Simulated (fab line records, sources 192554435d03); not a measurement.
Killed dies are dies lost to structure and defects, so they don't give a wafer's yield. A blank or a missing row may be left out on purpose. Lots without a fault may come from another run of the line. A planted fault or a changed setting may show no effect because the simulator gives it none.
Split-lot experiment | flow n5_finfet | 7 lots, 21 wafers read, on a route of 1938 steps

THE SPLIT
At N5_BEOL_M8_HM_DEP_02 (deposits TiN, target thk 20 nm), the setting target_thk_a was moved away from the recipe's 200 angstrom on 7 of the 21 wafers read, by -10.8% to +12.8%. The other wafers ran this setting at the recipe's value.

FROM THE SPLIT TO THE READING: what the file shows between them, 5 steps
- N5_BEOL_M8_COAT_59: time 60 s, resist thk 100 nm
- N5_BEOL_M8_COAT_60: time 60 s, resist thk 35 nm
- N5_BEOL_M8_STRIP_68: strips in N2/H2
- N5_BEOL_M8_STRIP_67: strips in CF4
- N5_BEOL_M8_HM_OPEN_17: chemistry Cl2/BCl3, target TiN, target depth 20 nm, overetch 6 nm

THE READING
TiN_of_BEOL_M8_HM_DEP_02.thk_nm (the simulator's own value, which no gauge read), in nm, at N5_BEOL_M8_TRENCH_ETCH_37 (etches SiCOH lowk in C4F6/O2, target depth 93.478 nm, time 31.2 s). The file gives no usual value for it. The 14 wafers here that ran the recipe average 17.5 nm, standard deviation 0.27 nm.

wafer  | tool, chamber at the split | target_thk_a as run, angstrom | against the recipe | TiN_of_BEOL_M8_HM_DEP_02.thk_nm, nm | against lot-mates on the recipe
L078.2 | pvd_sputter-02, -          | 200                           | recipe             | 17.2                                | -
L078.5 | pvd_sputter-02, -          | 200                           | recipe             | 17.4                                | -
L078.6 | pvd_sputter-02, -          | 200                           | recipe             | 17.4                                | -
L081.1 | pvd_sputter-02, -          | 200                           | recipe             | 17.8                                | -
L081.4 | pvd_sputter-02, -          | 184.8                         | -7.6%              | 16.4                                | -1.4
L081.5 | pvd_sputter-02, -          | 184.8                         | -7.6%              | 16.2                                | -1.6
L083.1 | pvd_sputter-02, -          | 200                           | recipe             | 17.6                                | -
L083.2 | pvd_sputter-02, -          | 225.7                         | +12.8%             | 20.2                                | +2.6
L083.3 | pvd_sputter-02, -          | 225.7                         | +12.8%             | 20.4                                | +2.8
L089.2 | pvd_sputter-02, -          | 200                           | recipe             | 17.4                                | -
L089.3 | pvd_sputter-02, -          | 200                           | recipe             | 17.4                                | -
L089.5 | pvd_sputter-02, -          | 200                           | recipe             | 17.6                                | -
L088.4 | pvd_sputter-02, -          | 200                           | recipe             | 18                                  | -
L088.5 | pvd_sputter-02, -          | 178.5                         | -10.8%             | 15.8                                | -2.2
L088.6 | pvd_sputter-02, -          | 200                           | recipe             | 18                                  | -
L090.1 | pvd_sputter-03, -          | 200                           | recipe             | 17.2                                | -
L090.2 | pvd_sputter-03, -          | 209.9                         | +5.0%              | 18.4                                | +1.2
L090.4 | pvd_sputter-03, -          | 200                           | recipe             | 17.2                                | -
L093.1 | pvd_sputter-01, -          | 188.2                         | -5.9%              | 16.2                                | -1.5
L093.2 | pvd_sputter-01, -          | 200                           | recipe             | 17.6                                | -
L093.6 | pvd_sputter-01, -          | 200                           | recipe             | 17.8                                | -

THE FIT
A straight line over all 21 wafers: TiN_of_BEOL_M8_HM_DEP_02.thk_nm changes by +0.194 nm for each +1% of target_thk_a; r = +0.97; the points scatter about the line by 0.27 nm.
The same after taking each lot's own level away (the mean of its wafers on the recipe; 21 wafers): +0.21 nm for each +1%; r = +1.00; scatter 0.11 nm.
On that fit, the largest move of target_thk_a shifts the reading by 2.7 nm.
The lots' own levels span 17.20 to 18.00 nm, that is 3.0 times the standard deviation above.
So the lot-to-lot level changes the slope little: the two slopes agree.
Check: with one of the wafers moved furthest among these (+12.8%) left out of the fit, the line predicts +2.76 nm for it against its lot-mates. It came out at +2.6 nm against them.

THE WHOLE CHAIN: every reading that the file lists as answering this split, in the file's order
step                      | what it does                                                      | reading                                                                          | change (the file's fit)               | r (the file's)
N5_BEOL_M8_HM_DEP_02      | deposits TiN, target thk 20 nm                                    | TiN_of_BEOL_M8_HM_DEP_02.thk_nm (the simulator's own value, which no gauge read) | +0.218 nm for each +1% of the setting | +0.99
N5_BEOL_M8_HM_OPEN_17     | chemistry Cl2/BCl3, target TiN, target depth 20 nm, overetch 6 nm | etch.depth_nm (the simulator's own value, which no gauge read)                   | +0.218 nm for each +1% of the setting | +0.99
N5_BEOL_M8_TRENCH_ETCH_37 | etches SiCOH lowk in C4F6/O2, target depth 93.478 nm, time 31.2 s | TiN_of_BEOL_M8_HM_DEP_02.thk_nm (the simulator's own value, which no gauge read) | +0.213 nm for each +1% of the setting | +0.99

THE FILE'S OWN FIT
TiN_of_BEOL_M8_HM_DEP_02.thk_nm changes by +0.213 nm for each +1% of target_thk_a, r = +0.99.
